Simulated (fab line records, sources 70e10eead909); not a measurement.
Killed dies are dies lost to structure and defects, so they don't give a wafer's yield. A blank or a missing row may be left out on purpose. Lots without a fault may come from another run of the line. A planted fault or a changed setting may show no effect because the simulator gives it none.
fab line records | flow nand_harc
record lots=13 wafers=39 last_day=24
route steps=1159 shown A_SLIT@791 A_WL_FILL@825 END@1159
lots that met no fault: from a run of the same line without faults
start_h: hours from the record's first day to the start of the lot's first wafer shown | wait_h: hours since the lot's step before | " the same as in the row above | L1.1+2: a row that stands for several wafers | - no value, or no start given | * or withheld: withheld | < > ~ a bound
route shown NAME@n: a module of which the file shows steps, and the number in the route of the first | usual: mean/standard deviation of fault-free wafers | same: alike in all rows | chamber/n: place in a boat | sites: the reading at each site | _std_site: their standard deviation | _edge_site: outer sites' mean less inner sites' | radius_mm: how far each site lies from the wafer's centre | mask NAME#n: copy n | behind: the tool/chamber that last shaped the wafer | hold: why the lot was held/for how many hours/how that ended | device: the transistor (n, p or np) that didn't switch | end of line: the same wafers' tests at the end of the route | a step without rows: its recipe alone | killed: dies lost to structure and defects at the first sort, not the wafer's yield | map: a wafer's dies, x killed, . not, _ none there
set.NAME: the setting as run; set.NAME@STEP: as run at that earlier step | model.NAME: the simulator's own value behind a step, which no gauge read
steps of the route over a sample of lots; a table a step, a row a wafer
services: from which hour (start_h, from the record's first day; less than 0 if before it) a tool's chamber was out of use, for how many hours, and why
## steps
# step NHARC_A_SLIT_OVL_MEAS_10
# usual overlay_x_nm=-0.1/0.91 overlay_y_nm=-0.2/0.67
# columns lot.wafer tool chamber start_h wait_h overlay_x_nm overlay_y_nm
L688.3 overlay-01 - 333.22 - 0.4 -0.2
L688.4 " - " " 0.8 -0.8
L688.6 " - " " 0.8 -0.6
L689.1 overlay-02 - 333.42 - -0.3 0.7
L689.5 " - " " -0.4 0.9
L689.6 " - " " -0.8 0.4
L687.2 overlay-02 - 334.35 - -2.4 0.6
L687.3 " - " " -1.3 0.5
L687.4 " - " " -2.7 0.3
L692.1 overlay-01 - 340.48 - -1.3 -0.5
L692.2 " - " " -1.9 -0.4
L692.6 " - " " -1.1 -1.3
L693.1 overlay-02 - 350.33 - 0.6 0.1
L693.3 " - " " 1.2 0.5
L693.6 " - " " 0.3 0.2
L691.1 overlay-02 - 352.21 - -0.1 -0.1
L691.2 " - " " 0.2 0.0
L691.4 " - " " -0.5 0.4
L695.2 overlay-02 - 380.98 - -0.8 -0.1
L695.3 " - " " -1.0 -0.4
L695.6 " - " " -0.9 -0.4
L701.2 overlay-01 - 390.02 - -0.4 0.1
L701.3 " - " " -0.2 0.0
L701.6 " - " " -0.7 -0.1
L707.4 overlay-02 - 430.35 - -1.2 -0.7
L707.5 " - " " -0.6 -0.1
L707.6 " - " " -0.7 0.0
L706.1 overlay-01 - 430.50 - 0.1 0.7
L706.3 " - " " 0.1 0.5
L706.4 " - " " 0.2 0.4
L708.1 overlay-02 - 451.32 - -0.3 -1.4
L708.2 " - " " 0.1 -0.6
L708.4 " - " " -0.3 -1.2
L709.3 overlay-01 - 458.19 - -0.8 -1.2
L709.4 " - " " -1.0 -1.3
L709.6 " - " " -1.1 -0.8
L710.1 overlay-01 - 458.34 - -1.0 -0.7
L710.2 " - " " -0.7 -0.9
L710.4 " - " " -1.1 -0.9
# step NHARC_A_SLIT_STRIP_18
# recipe o2_flow_sccm=500 ar_flow_sccm=0 bias_w=0 chemistry=O2
# usual drypump_motor_current_A=5.5/0.56 o2_flow_sccm=500.1/1.4 oes_product_au=0.997/0.01 rf_vpp_V=57.6/0.83 showerhead_plenum_p_Torr=3.42/0.1 throttle_valve_pct=17.036/0.0084
# columns lot.wafer tool chamber start_h wait_h drypump_motor_current_A o2_flow_sccm oes_product_au rf_hours_counter_h rf_vpp_V showerhead_plenum_p_Torr throttle_valve_pct
L689.1 rie_diel-05 2 - - 5.3 499.3 1.013 12 56.2 3.54 17.038
L689.5 " 2 " " 5.3 500.0 1.016 - 58.1 3.54 17.051
L689.6 " 3 " " 6.0 501.4 1.011 - 56.8 3.36 17.039
L688.3 rie_diel-12 0 - - 5.9 499.8 0.989 10 56.7 3.33 17.026
L688.6 " 2 " " 6.5 501.1 0.989 - 58.5 3.30 17.029
L688.4 " 3 " " 5.1 500.3 0.997 - 57.7 3.32 17.045
L687.2 rie_diel-05 0 - - 5.0 503.5 1.004 12 56.2 3.45 17.037
L687.4 " 1 " " 5.3 499.6 1.010 12 57.3 3.45 17.050
L687.3 " 3 " " 6.0 499.2 1.005 12 57.4 3.36 17.043
L692.1 rie_diel-12 1 - - 4.8 499.5 0.991 11 59.0 3.50 17.035
L692.2 " 3 " " 5.1 501.4 0.993 11 56.8 3.32 17.035
L692.6 " 3 " " 5.1 500.6 0.993 - 58.2 3.32 17.030
L693.3 rie_diel-05 0 - - 5.0 501.7 1.001 1 57.6 3.45 17.046
L693.1 " 1 " " 5.3 497.6 0.999 1 57.7 3.44 17.025
L693.6 " 0 " " 5.0 499.2 1.012 - 56.8 3.45 17.035
L691.4 rie_diel-05 2 - - 5.4 500.0 1.003 1 59.3 3.54 17.035
L691.2 " 3 " " 6.1 500.7 1.005 2 57.5 3.35 17.038
L691.1 " 0 " " 5.0 498.3 1.005 1 57.2 3.45 17.034
L695.3 rie_diel-06 2 - - 5.8 501.0 0.983 10 58.1 3.36 17.024
L695.2 " 0 " " 5.8 503.1 1.008 10 58.0 3.48 17.030
L695.6 " 2 " " 5.8 498.8 0.992 - 58.7 3.36 17.052
L701.2 rie_diel-12 0 - - 6.0 498.2 0.979 1 55.7 3.33 17.032
L701.3 " 2 " " 6.6 499.3 0.988 1 57.3 3.30 17.035
L701.6 " 3 " " 5.1 498.0 1.011 - 58.0 3.32 17.033
L707.4 rie_diel-06 0 - - 5.8 498.9 1.007 1 57.6 3.48 17.027
L707.6 " 2 " " 5.8 500.1 0.986 - 58.1 3.35 17.050
L707.5 " 3 " " 4.7 498.2 1.007 - 58.5 3.66 17.041
L706.1 rie_diel-05 0 - - 5.0 499.3 0.993 5 58.3 3.45 17.040
L706.4 " 1 " " 5.2 500.1 0.975 5 56.9 3.44 17.048
L706.3 " 2 " " 5.4 498.2 1.004 5 58.3 3.54 17.054
L708.1 rie_diel-12 2 - - 6.5 499.9 0.986 5 57.3 3.30 17.046
L708.4 " 3 " " 5.1 501.8 1.006 5 57.3 3.31 17.052
L708.2 " 1 " " 4.8 503.7 1.000 5 56.7 3.50 17.038
L709.3 rie_diel-05 2 - - 5.4 500.9 1.013 9 58.7 3.54 17.027
L709.4 " 3 " " 6.1 500.0 1.013 10 58.2 3.35 17.045
L709.6 " 0 " " 5.0 497.6 1.008 - 56.8 3.45 17.043
L710.4 rie_diel-05 3 - - 6.1 499.2 1.017 10 56.2 3.35 17.039
L710.1 " 1 " " 5.3 499.9 0.991 8 57.4 3.44 17.032
L710.2 " 2 " " 5.4 499.6 1.005 9 57.4 3.54 17.021
# step NHARC_A_WL_FILL_ETCHBACK_17
# recipe target_depth_a=40 time_s=26.7 chemistry=Cl2/BCl3
# usual drypump_motor_current_A=5.77/0.22 oes_product_au=0.999/0.01 run_length_s=48.0/0.42
# columns lot.wafer tool chamber start_h wait_h drypump_motor_current_A oes_product_au rf_hours_counter_h run_length_s
L687.2 rie_metal-02 0 361.16 - 5.65 0.991 4.1 48.0
L687.3 " 0 " " 5.67 0.990 - 48.0
L687.4 " 1 " " 5.90 1.008 - 47.8
L688.4 rie_metal-01 0 361.21 - 5.80 1.016 - 48.1
L688.3 " 1 " " 6.04 1.000 - 47.6
L688.6 " 0 " " 5.83 1.021 - 48.6
L689.1 rie_metal-02 0 367.84 - 5.69 0.993 4.3 48.1
L689.5 " 0 " " 5.66 0.988 - 47.6
L689.6 " 1 " " 5.87 0.993 - 48.2
L692.2 rie_metal-01 1 367.91 - 6.01 1.006 1.0 47.4
L692.1 " 0 " " 5.79 1.020 1.0 47.9
L692.6 " 1 " " 6.01 0.997 - 47.5
L693.1 rie_metal-03 0 380.84 - 5.82 1.002 2.8 48.3
L693.3 " 1 " " 5.29 1.020 - 48.4
L693.6 " 1 " " 5.35 1.007 - 48.2
L691.2 rie_metal-02 1 385.16 - 5.89 0.980 4.7 37.1
L691.1 " 0 " " 5.65 0.983 4.7 48.0
L691.4 " 1 " " 5.90 1.001 - 37.1
L695.2 rie_metal-02 0 410.45 - 5.66 0.999 0.4 37.1
L695.3 " 0 " " 5.67 1.002 - 48.4
L695.6 " 0 " " 5.68 1.001 - 47.7
L701.2 rie_metal-03 1 423.60 - 5.28 1.012 4.1 48.0
L701.3 " 0 " " 5.80 1.005 - 49.1
L701.6 " 0 " " 5.81 0.988 - 48.6
L706.1 rie_metal-01 1 460.78 - 5.95 0.992 4.5 47.5
L706.3 " 1 " " 6.02 0.999 - 47.9
L706.4 " 1 " " 6.03 0.984 - 47.6
L707.4 rie_metal-03 1 464.75 - 5.32 0.992 - 48.0
L707.6 " 0 " " 5.82 1.006 - 49.0
L707.5 " 1 " " 5.33 0.993 - 48.3
L708.1 rie_metal-03 1 477.91 - 5.35 0.991 0.3 48.2
L708.2 " 0 " " 5.82 1.001 0.3 48.9
L708.4 " 0 " " 5.82 1.004 - 48.6
L709.4 rie_metal-03 1 492.35 - 5.31 0.985 - 48.3
L709.3 " 0 " " 5.83 1.003 - 48.6
L709.6 " 0 " " 5.84 0.994 - 48.7
L710.1 rie_metal-01 0 495.39 - 5.82 1.011 2.7 48.4
L710.2 " 1 " " 6.02 1.012 5.7 47.7
L710.4 " 1 " " 6.00 1.001 - 47.9
# step NHARC_A_WL_FILL_CVD_20
# recipe target_thk_a=750 temp_c=300 pressure_torr=40 wf6_flow_sccm=40 h2_flow_sccm=1600 ar_flow_sccm=1560 time_s=5064 material=W
# usual heater_power_w=500/76 throttle_valve_pct=7.94/0.17
# columns lot.wafer tool chamber start_h wait_h heater_power_w throttle_valve_pct
L687.2 cvd_w-01 1 - - 615 7.96
L687.3 " 0 " " 463 7.61
L687.4 " 1 " " 598 7.99
L688.3 cvd_w-02 0 - - 396 7.83
L688.4 " 1 " " 509 8.21
L688.6 " 0 " " 402 7.98
L692.2 cvd_w-02 1 - - 516 8.00
L692.1 " 0 " " 397 7.88
L692.6 " 0 " " 416 7.94
L689.1 cvd_w-01 0 - - 464 8.02
L689.6 " 1 " " 627 8.02
L689.5 " 0 " " 462 7.86
L693.1 cvd_w-01 0 - - 467 7.70
L693.3 " 1 " " 607 7.94
L693.6 " 0 " " 467 7.87
L691.1 cvd_w-02 0 - - 383 7.66
L691.2 " 1 " " 513 8.05
L691.4 " 0 " " 402 7.74
L695.2 cvd_w-01 0 - - 468 7.80
L695.3 " 1 " " 595 8.02
L695.6 " 0 " " 465 7.91
L701.2 cvd_w-02 1 - - 514 8.14
L701.3 " 0 " " 392 7.68
L701.6 " 0 " " 393 7.89
L706.1 cvd_w-02 0 - - 393 7.85
L706.4 " 0 " " 398 8.02
L706.3 " 1 " " 524 8.31
L707.4 cvd_w-02 1 - - 520 8.18
L707.5 " 1 " " 519 8.06
L707.6 " 0 " " 387 7.91
L708.2 cvd_w-01 1 - - 601 7.92
L708.1 " 0 " " 476 7.78
L708.4 " 0 " " 471 7.95
L709.4 cvd_w-02 0 - - 398 7.90
L709.3 " 1 " " 525 8.10
L709.6 " 1 " " 520 7.80
L710.1 cvd_w-01 1 - - 605 7.83
L710.2 " 0 " " 478 7.84
L710.4 " 1 " " 612 7.56
# step NHARC_END_SORT_01
# recipe temp_c=25
# usual killed_at_array=29/10 killed_at_other=0.7/1.1 killed_at_periphery=3.2/2.2 killed_dies=33/11 killed_open=3.5/1.8 killed_short=2.0/1.4
# same gross_dies=677
# columns lot.wafer tool chamber start_h wait_h killed_at_array killed_at_other killed_at_periphery killed_dies killed_open killed_short
L688.3 prober-02 0 476.34 3.1 36 1 7 44 6 3
L688.4 prober-02 0 477.14 3.4 38 0 2 40 3 1
L688.6 prober-02 0 478.73 4.0 41 0 4 45 2 1
L693.1 prober-01 0 498.08 2.5 24 3 4 31 5 0
L693.3 prober-01 0 499.68 3.1 35 2 1 38 2 4
L693.6 prober-01 0 502.09 4.0 26 1 4 31 6 4
L695.2 prober-02 0 499.04 2.8 29 1 6 36 6 0
L695.3 prober-02 0 499.84 3.1 33 2 8 43 6 3
L695.6 prober-02 0 502.24 4.0 29 2 7 38 2 0
L706.1 prober-02 0 566.50 2.5 47 0 1 48 3 1
L706.3 prober-02 0 568.08 3.1 29 2 1 32 3 2
L706.4 prober-02 0 568.87 3.4 32 2 1 35 2 3
L709.3 prober-01 0 577.91 3.2 21 2 5 28 1 3
L709.4 prober-01 0 578.73 3.5 23 0 4 27 4 1
L709.6 prober-01 0 580.38 4.1 27 0 3 30 6 1
# killed by level:class
L688.3 A_CHANNEL_HOLE_D1:chamber_film_flake=14 A_SLIT:chamber_film_flake=8 P_GATE:chamber_film_flake=4 A_WL_FILL:chamber_film_flake=4 A_CHANNEL_FILL_D1:geometric_particle:open=2 A_STAIRCASE:chamber_film_flake=2 P_CONTACT:geometric_particle:open=1 A_SOURCE_PLATE:geometric_particle:open=1
L688.4 A_CHANNEL_HOLE_D1:chamber_film_flake=15 A_SLIT:chamber_film_flake=11 A_CONTACT:chamber_film_flake=4 P_GATE:chamber_film_flake=2 A_STAIRCASE:chamber_film_flake=2 A_ONON_D1:geometric_particle:short=1 A_ONON_D1:geometric_particle:open=1 A_CHANNEL_FILL_D1:geometric_particle:open=1
L688.6 A_SLIT:chamber_film_flake=16 A_CHANNEL_HOLE_D1:chamber_film_flake=13 A_CONTACT:chamber_film_flake=3 P_ZERO_WELL:chamber_film_flake=2 A_STAIRCASE:chamber_film_flake=2 A_WL_FILL:chamber_film_flake=2 A_M0:chamber_film_flake=2 A_SOURCE_PLATE:geometric_particle:open=1
L693.1 A_SLIT:chamber_film_flake=14 A_SGD_CUT:chamber_film_flake=4 THIN_TSV:chamber_film_flake=3 A_CONTACT:geometric_particle:open=2 P_ZERO_WELL:chamber_film_flake=2 P_STI:geometric_particle:open=1 P_GATE:geometric_particle:open=1 A_WL_FILL:geometric_particle:open=1
L695.2 A_SLIT:chamber_film_flake=9 A_STAIRCASE:chamber_film_flake=8 P_CONTACT:chamber_film_flake=3 A_CONTACT:chamber_film_flake=3 A_BONDPAD:chamber_film_flake=3 A_ONON_D1:geometric_particle:open=2 A_CHANNEL_HOLE_D1:chamber_film_flake=2 P_GATE:geometric_particle:open=1
L693.3 A_SLIT:chamber_film_flake=18 A_CHANNEL_HOLE_D1:chamber_film_flake=3 A_STAIRCASE:chamber_film_flake=3 A_CONTACT:geometric_particle:short=2 A_SGD_CUT:chamber_film_flake=2 THIN_TSV:chamber_film_flake=2 A_CHANNEL_FILL_D1:geometric_particle:short=1 A_SGD_CUT:geometric_particle:short=1
L695.3 A_SLIT:chamber_film_flake=11 A_CONTACT:chamber_film_flake=6 P_STI:chamber_film_flake=4 P_CONTACT:chamber_film_flake=3 A_CHANNEL_HOLE_D1:chamber_film_flake=3 A_WL_FILL:chamber_film_flake=3 A_CHANNEL_FILL_D1:geometric_particle:short=2 A_BONDPAD:chamber_film_flake=2
L693.6 A_SLIT:chamber_film_flake=12 A_WL_FILL:geometric_particle:short=3 A_CHANNEL_HOLE_D1:chamber_film_flake=3 A_SGD_CUT:chamber_film_flake=2 P_CONTACT:geometric_particle:short=1 P_CONTACT:geometric_particle:open=1 P_M0:geometric_particle:open=1 A_ONON_D1:geometric_particle:open=1
L695.6 A_SLIT:chamber_film_flake=15 A_STAIRCASE:chamber_film_flake=5 P_STI:chamber_film_flake=4 A_CHANNEL_HOLE_D1:chamber_film_flake=4 A_CONTACT:geometric_particle:open=2 P_M0:chamber_film_flake=2 A_WL_FILL:chamber_film_flake=2 THIN_TSV:chamber_film_flake=2
L706.1 A_SLIT:chamber_film_flake=18 A_CHANNEL_HOLE_D1:chamber_film_flake=17 A_ZERO_WELL:chamber_film_flake=4 A_STAIRCASE:chamber_film_flake=2 A_CONTACT:chamber_film_flake=2 A_ONON_D1:geometric_particle:short=1 A_WL_FILL:geometric_particle:open=1 A_CONTACT:geometric_particle:open=1
L706.3 A_CHANNEL_HOLE_D1:chamber_film_flake=11 A_SLIT:chamber_film_flake=8 A_CONTACT:geometric_particle:open=3 A_ZERO_WELL:chamber_film_flake=2 A_WL_FILL:chamber_film_flake=2 THIN_TSV:chamber_film_flake=2 A_SGD_CUT:geometric_particle:short=1 A_CONTACT:geometric_particle:short=1
L706.4 A_SLIT:chamber_film_flake=18 A_CHANNEL_HOLE_D1:chamber_film_flake=7 THIN_TSV:chamber_film_flake=2 A_ONON_D1:geometric_particle:short=1 A_WL_FILL:geometric_particle:short=1 A_WL_FILL:geometric_particle:open=1 A_CONTACT:geometric_particle:open=1 A_M0:geometric_particle:short=1
L709.3 A_CHANNEL_HOLE_D1:chamber_film_flake=9 A_WL_FILL:chamber_film_flake=5 P_M1:chamber_film_flake=3 A_STAIRCASE:chamber_film_flake=3 THIN_TSV:chamber_film_flake=2 P_M0:geometric_particle:short=1 P_M1:geometric_particle:short=1 A_CONTACT:geometric_particle:open=1
L709.4 A_CHANNEL_HOLE_D1:chamber_film_flake=7 A_M1:chamber_film_flake=4 P_GATE:chamber_film_flake=2 P_M1:chamber_film_flake=2 A_M0:chamber_film_flake=2 A_ONON_D1:geometric_particle:open=1 A_ONON_D1:geometric_particle:short=1 A_SGD_CUT:geometric_particle:open=1
L709.6 A_CHANNEL_HOLE_D1:chamber_film_flake=13 A_CONTACT:geometric_particle:open=2 P_GATE:chamber_film_flake=2 A_CHANNEL_FILL_D1:chamber_film_flake=2 P_M0:geometric_particle:open=1 A_WL_FILL:geometric_particle:open=1 A_BLC:geometric_particle:short=1 A_M0:geometric_particle:open=1
## services
# columns tool chamber start_h hours kind
rie_diel-05 0 319.60 - clean
rie_diel-05 1 319.60 - clean
rie_diel-05 2 319.60 - clean
rie_diel-05 3 319.60 - clean
rie_diel-12 1 330.13 7.4 repair
rie_diel-06 0 330.80 7.5 repair
rie_metal-01 - 332.00 9.0 pm
rie_diel-05 - 340.60 9.0 pm
rie_diel-05 0 340.60 9.0 vent_cycle
rie_diel-12 0 342.05 3.7 repair
rie_metal-02 - 345.89 0.8 repair
rie_diel-12 - 352.48 1.0 repair
cvd_w-01 - 363.77 0.2 repair
cvd_w-02 - 379.08 13.0 pm
rie_diel-12 - 379.40 9.0 pm
rie_metal-02 - 388.00 9.0 pm
rie_diel-06 0 395.45 15.0 repair
rie_metal-01 0 403.33 64.6 repair
rie_diel-06 - 418.21 9.0 pm
rie_metal-02 - 429.58 0.5 repair
rie_metal-01 - 438.66 15.0 repair
rie_metal-03 - 453.00 9.0 pm
rie_diel-06 3 477.56 6.1 repair
cvd_w-01 - 480.08 13.0 pm
## key
first_sign step=NHARC_A_WL_FILL_ETCHBACK_17 reading=run_length_s direction=down sigmas=26 usual=* struck=*
effect none on later readings
met_at NHARC_A_WL_FILL_ETCHBACK_17
struck_lots L691,L695
struck_wafers L691.2,L691.4,L695.2
tester_left_out L691,L695
not_acting_at NHARC_A_SLIT_OVL_MEAS_10,NHARC_A_SLIT_STRIP_18,NHARC_A_WL_FILL_CVD_20
onset_between 367.84 385.16
fault kind=process_parameter_drift tool=rie_metal-02 chamber=- onset_h=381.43 steps=NHARC_A_WL_FILL_ETCHBACK_17 channel=time_s offset=* shape=step end_h=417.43 scope=struck_wafers_only acts_in=* stated=*
# tester_left_out: of these lots the tester's yield and bins aren't shown, on N5 and GAA mostly nor the transistor test; their killed dies are dies lost to structure and defects alone, not to doping, threshold or leakage, so they don't give the yield
